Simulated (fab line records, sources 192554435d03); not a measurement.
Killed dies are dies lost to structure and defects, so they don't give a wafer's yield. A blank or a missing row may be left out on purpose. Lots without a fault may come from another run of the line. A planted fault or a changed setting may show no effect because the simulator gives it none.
fab line records | flow n5_finfet
record lots=6 wafers=17 last_day=18
route steps=1938 shown BEOL_M11@1597 BEOL_M12@1602
lots that met no fault: from a run of the same line without faults
start_h: hours from the record's first day to the start of the lot's first wafer shown | wait_h: hours since the lot's step before | " the same as in the row above | L1.1+2: a row that stands for several wafers | - no value, or no start given | * or withheld: withheld | < > ~ a bound
route shown NAME@n: a module of which the file shows steps, and the number in the route of the first | usual: mean/standard deviation of fault-free wafers | same: alike in all rows | chamber/n: place in a boat | sites: the reading at each site | _std_site: their standard deviation | _edge_site: outer sites' mean less inner sites' | radius_mm: how far each site lies from the wafer's centre | mask NAME#n: copy n | behind: the tool/chamber that last shaped the wafer | hold: why the lot was held/for how many hours/how that ended | device: the transistor (n, p or np) that didn't switch | end of line: the same wafers' tests at the end of the route | a step without rows: its recipe alone | killed: dies lost to structure and defects at the first sort, not the wafer's yield | map: a wafer's dies, x killed, . not, _ none there
set.NAME: the setting as run; set.NAME@STEP: as run at that earlier step | model.NAME: the simulator's own value behind a step, which no gauge read
lots at some steps of the route; a table a step, a row a wafer
services: from which hour (start_h, from the record's first day; less than 0 if before it) a tool's chamber was out of use, for how many hours, and why
## steps
# step N5_BEOL_M11_THK_MEAS_53
# recipe thk_meas_gauge=xrf reads=Cu_of_BEOL_M11_ECD_50
# usual M11_THK=141.1/2.1
# columns lot.wafer tool chamber start_h wait_h M11_THK[nm]
L802.1 film_metro-01 - 280.81 - 137.2
L802.5 " - " " 142.0
L802.6 " - " " 138.1
L808.2 film_metro-02 - 326.90 - 141.7
L808.3 " - " " 141.9
L808.5 " - " " 140.1
L810.1 film_metro-02 - 332.42 - 140.5
L810.5 " - " " 140.2
L813.4 film_metro-01 - 351.42 - 140.7
L813.5 " - " " 139.8
L813.6 " - " " 141.1
L815.4 film_metro-02 - 353.91 - 140.6
L815.5 " - " " 139.4
L815.6 " - " " 142.9
L818.1 film_metro-01 - 376.43 - 143.1
L818.4 " - " " 143.0
L818.5 " - " " 144.2
# step N5_BEOL_M11_PRE_CLEAN_55
# recipe gas=NH3 time_s=15 temp_c=withheld rf_power_w=300
# step N5_BEOL_M11_DEP_56
# recipe material=SiCN target_thk_a=300 temp_c=withheld precursor=3MS/NH3 pressure_torr=3 rf_w=675 time_s=10.5
# usual showerhead_plenum_p_Torr=4.160/0.017 throttle_valve_pct=18.4/1.4
# columns lot.wafer tool chamber start_h wait_h showerhead_plenum_p_Torr throttle_valve_pct
L802.1 pecvd-04 1 280.87 0.0 4.185 16.8
L802.5 " 2 " " 4.142 17.5
L802.6 " 0 " " 4.170 20.6
L808.2 pecvd-03 2 326.96 0.0 4.168 16.8
L808.3 " 0 " " 4.172 18.0
L808.5 " 0 " " 4.159 17.8
L810.1 pecvd-03 0 332.48 0.0 4.170 17.9
L810.5 " 0 " " 4.175 17.6
L813.4 pecvd-04 2 351.49 0.0 4.132 17.6
L813.5 " 0 " " 4.175 20.7
L813.6 " 1 " " 4.162 17.0
L815.4 pecvd-04 0 353.99 0.0 4.163 20.5
L815.5 " 2 " " 4.139 17.2
L815.6 " 1 " " 4.169 17.3
L818.1 pecvd-03 1 376.50 0.0 4.174 19.4
L818.4 " 0 " " 4.172 18.0
L818.5 " 1 " " 4.189 19.4
# step N5_BEOL_M11_RS_MEAS_57
# recipe thk_meas_gauge=four-point-probe reads=Cu_of_BEOL_M11_ECD_50+Co_of_BEOL_M11_CVD_75+TaN_of_BEOL_M11_ALD_74
# usual M11_RS=0.1510/0.0024
# columns lot.wafer tool chamber start_h wait_h M11_RS[ohm/sq]
L802.1 film_metro-01 - 280.93 0.0 0.1569
L802.5 " - " " 0.1507
L802.6 " - " " 0.1549
L808.2 film_metro-01 - 327.03 0.0 0.1494
L808.3 " - " " 0.1502
L808.5 " - " " 0.1517
L810.1 film_metro-02 - 332.54 0.0 0.1516
L810.5 " - " " 0.1511
L813.4 film_metro-01 - 351.56 0.0 0.1505
L813.5 " - " " 0.1531
L813.6 " - " " 0.1501
L815.4 film_metro-01 - 354.04 0.0 0.1514
L815.5 " - " " 0.1531
L815.6 " - " " 0.1496
L818.1 film_metro-02 - 376.56 0.0 0.1497
L818.4 " - " " 0.1494
L818.5 " - " " 0.1481
# step N5_BEOL_M11_INSPECT_58
# recipe inspect_instrument=darkfield mode=post_dep
# usual raw_defect_count=62/21
# columns lot.wafer tool chamber start_h wait_h raw_defect_count
L802.1 defect_inspect-01 - 280.96 0.0 66
L802.5 " - " " 36
L802.6 " - " " 27
L808.2 defect_inspect-02 - 327.05 0.0 75
L808.3 " - " " 100
L808.5 " - " " 56
L810.1 defect_inspect-01 - 332.57 0.0 55
L810.5 " - " " 36
L813.4 defect_inspect-01 - 351.58 0.0 35
L813.5 " - " " 49
L813.6 " - " " 59
L815.4 defect_inspect-01 - 354.13 0.1 25
L815.5 " - " " 71
L815.6 " - " " 43
L818.1 defect_inspect-02 - 376.58 0.0 52
L818.4 " - " " 81
L818.5 " - " " 61
# step N5_BEOL_M12_ILD_DEP_00
# recipe material=SiOC target_thk_a=6589.2 temp_c=350 precursor=DEMS/O2 pressure_torr=5 rf_w=500 time_s=130.7
# usual heater_power_outer_w=274/44 heater_power_w=503/77 showerhead_plenum_p_Torr=5.694/0.013 throttle_valve_pct=12.2/0.72
# columns lot.wafer tool chamber start_h wait_h heater_power_outer_w heater_power_w showerhead_plenum_p_Torr throttle_valve_pct
L802.1 pecvd-03 0 281.00 0.0 272 534 5.697 11.9
L802.5 " 2 " " 287 490 5.705 11.1
L802.6 " 1 " " 306 549 5.720 12.7
L808.2 pecvd-03 2 327.09 0.0 252 462 5.700 10.9
L808.3 " 0 " " 309 580 5.706 11.7
L808.5 " 0 " " 222 470 5.709 12.0
L810.1 pecvd-01 1 332.60 0.0 289 494 5.709 12.0
L810.5 " 1 " " 224 424 5.703 12.1
L813.4 pecvd-03 1 351.66 0.1 338 584 5.702 12.8
L813.5 " 2 " " 280 492 5.709 11.0
L813.6 " 0 " " 306 561 5.704 12.0
L815.4 pecvd-01 2 354.21 0.1 327 648 5.695 11.9
L815.5 " 1 " " 281 485 5.698 12.2
L815.6 " 0 " " 262 461 5.694 11.9
L818.1 pecvd-02 1 376.62 0.0 244 474 5.673 12.2
L818.4 " 0 " " 287 498 5.665 13.6
L818.5 " 1 " " 253 487 5.673 12.4
# step N5_BEOL_M12_THK_MEAS_01
# recipe reads=SiOC_of_BEOL_M12_ILD_DEP_00
# usual M12_ILD_THK=658/8.1
# columns lot.wafer tool chamber start_h wait_h M12_ILD_THK[nm]
L802.1 film_metro-01 - 281.13 0.1 647
L802.5 " - " " 661
L802.6 " - " " 649
L808.2 film_metro-01 - 327.22 0.1 661
L808.3 " - " " 662
L808.5 " - " " 673
L810.1 film_metro-01 - 332.78 0.1 659
L810.5 " - " " 662
L813.4 film_metro-02 - 351.75 0.0 661
L813.5 " - " " 673
L813.6 " - " " 675
L815.4 film_metro-01 - 354.29 0.0 660
L815.5 " - " " 667
L815.6 " - " " 661
L818.1 film_metro-02 - 376.75 0.1 648
L818.4 " - " " 667
L818.5 " - " " 652
# step N5_BEOL_M12_COAT_58
# recipe resist=BARC temp_c=205 time_s=60 spin_rpm=1500 resist_thk_nm=89
# step N5_BEOL_M12_COAT_04
# recipe spin_rpm=1625 resist_thk_nm=400
# step N5_BEOL_M12_EBR_06
# recipe solvent=PGMEA ebr_width_mm=1.5
# step N5_BEOL_M12_SOFTBAKE_05
# recipe temp_c=130 time_s=60
# step N5_BEOL_M12_EXPOSE_07
# recipe mask_id=V11 na=0.93 source_shape=conventional sigma_outer=0.6 polarization=unpolarized attpsm_phase_deg=180 dose_mj=32.5
# step N5_BEOL_M12_PEB_08
# recipe peb_temp_c=130 peb_time_s=90
# usual heater_power_total_W=172.5/0.78
# columns lot.wafer tool chamber start_h wait_h heater_power_total_W
L802.1 litho_track-03 0 281.31 0.1 173.2
L802.5 " 0 " " 173.5
L802.6 " 0 " " 173.1
L808.2 litho_track-03 0 327.41 0.0 172.2
L808.3 " 0 " " 172.9
L808.5 " 0 " " 201.5
L810.1 litho_track-03 0 332.97 0.1 201.2
L810.5 " 0 " " 199.1
L813.4 litho_track-02 0 351.95 0.0 172.2
L813.5 " 0 " " 172.3
L813.6 " 0 " " 173.1
L815.4 litho_track-04 0 354.61 0.0 173.7
L815.5 " 0 " " 172.2
L815.6 " 0 " " 172.2
L818.1 litho_track-02 0 376.94 0.1 172.9
L818.4 " 0 " " 170.8
L818.5 " 0 " " 172.1
# step N5_BEOL_M12_DEVELOP_09
# recipe develop_time_s=45 rinse_liquid=diw dry=air_spin dev_temp_c=21
# step N5_BEOL_M12_HARDBAKE_14
# recipe temp_c=130 time_s=120
# step N5_BEOL_M12_CD_MEAS_10
# recipe target_cd_nm=140 landing_energy_ev=500 detector=se_inlens polarity=opening
# usual cd_nm=139.8/1.3
# same landing_energy_ev=500
# columns lot.wafer tool chamber start_h wait_h cd_nm
L802.1 cd_sem-02 0 281.43 - 140.8
L802.5 " 0 " " 141.5
L802.6 " 0 " " 142.4
L808.2 cd_sem-02 0 327.52 - 141.8
L808.3 " 0 " " 141.0
L808.5 " 0 " " 132.5
L810.1 cd_sem-02 0 333.09 - 132.5
L810.5 " 0 " " 133.1
L813.4 cd_sem-03 0 352.06 - 138.5
L813.5 " 0 " " 139.4
L813.6 " 0 " " 136.4
L815.4 cd_sem-02 0 354.73 - 139.5
L815.5 " 0 " " 137.8
L815.6 " 0 " " 139.0
L818.1 cd_sem-01 0 377.06 - 141.6
L818.4 " 0 " " 141.3
L818.5 " 0 " " 140.0
# step N5_BEOL_M12_OVL_MEAS_11
# recipe points_per_wafer=44
# usual V11_OVL=0/5.4
# columns lot.wafer tool chamber start_h wait_h V11_OVL[nm]
L802.1 overlay-01 0 281.46 0.0 2
L802.5 " 0 " " 0
L802.6 " 0 " " 4
L808.2 overlay-02 0 327.55 0.0 10
L808.3 " 0 " " 8
L808.5 " 0 " " 10
L810.1 overlay-01 0 333.12 0.0 -7
L810.5 " 0 " " -3
L813.4 overlay-02 0 352.09 0.0 4
L813.5 " 0 " " 1
L813.6 " 0 " " -6
L815.4 overlay-01 0 354.76 0.0 -2
L815.5 " 0 " " 0
L815.6 " 0 " " 3
L818.1 overlay-02 0 377.09 0.0 0
L818.4 " 0 " " -1
L818.5 " 0 " " -4
## services
# columns tool chamber start_h hours kind
pecvd-03 - 259.47 5.5 pm
pecvd-04 - 300.67 1.8 repair
pecvd-01 0 320.20 12.9 repair
pecvd-03 0 333.37 5.5 scheduled_down
pecvd-03 0 347.29 2.1 scheduled_down
## key
first_sign step=N5_BEOL_M12_PEB_08 reading=heater_power_total_W direction=up sigmas=36 usual=* struck=*
effect step=N5_BEOL_M12_CD_MEAS_10 reading=cd_nm direction=down sigmas=5.4 usual=139.8 struck=132.7
met_at N5_BEOL_M12_PEB_08
struck_wafers L808.5,L810.1,L810.5
onset_between 281.31 327.41
fault kind=process_parameter_drift tool=litho_track-03 chamber=- onset_h=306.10 steps=N5_BEOL_M12_PEB_08 channel=peb_time_s offset=* shape=step end_h=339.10 scope=struck_wafers_only acts_in=* stated=*
